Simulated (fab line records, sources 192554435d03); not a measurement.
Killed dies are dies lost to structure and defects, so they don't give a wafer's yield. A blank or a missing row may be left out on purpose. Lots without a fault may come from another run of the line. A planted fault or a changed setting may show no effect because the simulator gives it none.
Chamber matching | flow n5_finfet | N5_MOL_CONTACT_COAG_ETCHBACK_134 on rie_diel-03: 4 sister chambers
The step etches SiO2 in CHF3, target depth 10 nm, time 6.7 s. 4 wafers are shown with their chamber, then 7 later ones without.

WAFERS WITH THEIR CHAMBER
wafer  | chamber | drypump_motor_current_A (A)
L078.6 | 1       | 6.3
L079.6 | 3       | 5.5
L085.1 | 0       | 5.3
L085.3 | 2       | 4.8

WAFERS WITHOUT THEIR CHAMBER
wafer  | drypump_motor_current_A (A)
L085.4 | 6.4
L088.1 | 5.5
L088.3 | 4.8
L088.4 | 5.3
L094.1 | 4.8
L094.2 | 5.3
L094.5 | 5.3

WHICH CHAMBER EACH WENT THROUGH
wafer  | from the rows above | in truth
L085.4 | 1                   | 1
L088.1 | 3                   | 3
L088.3 | 2                   | 2
L088.4 | 0                   | 0
L094.1 | 2                   | 2
L094.2 | 0                   | 0
L094.5 | 0                   | 0
Placed correctly: 7 of 7. Can't be placed from these rows: 0. Placed wrongly: 0.
How it was worked out, from the rows above alone: a wafer's distance from a chamber is the root of the sum, over the readings, of the square of ((its reading less the chamber's mean) divided by the reading's scatter). The wafer belongs to the nearest chamber; if the next one is less than 2 further off, it can't be placed. A chamber's mean is the mean of its shown wafers. The scatter: with one shown wafer a chamber, the root of the mean of the squares of how far each hidden wafer lies from its nearest shown one.
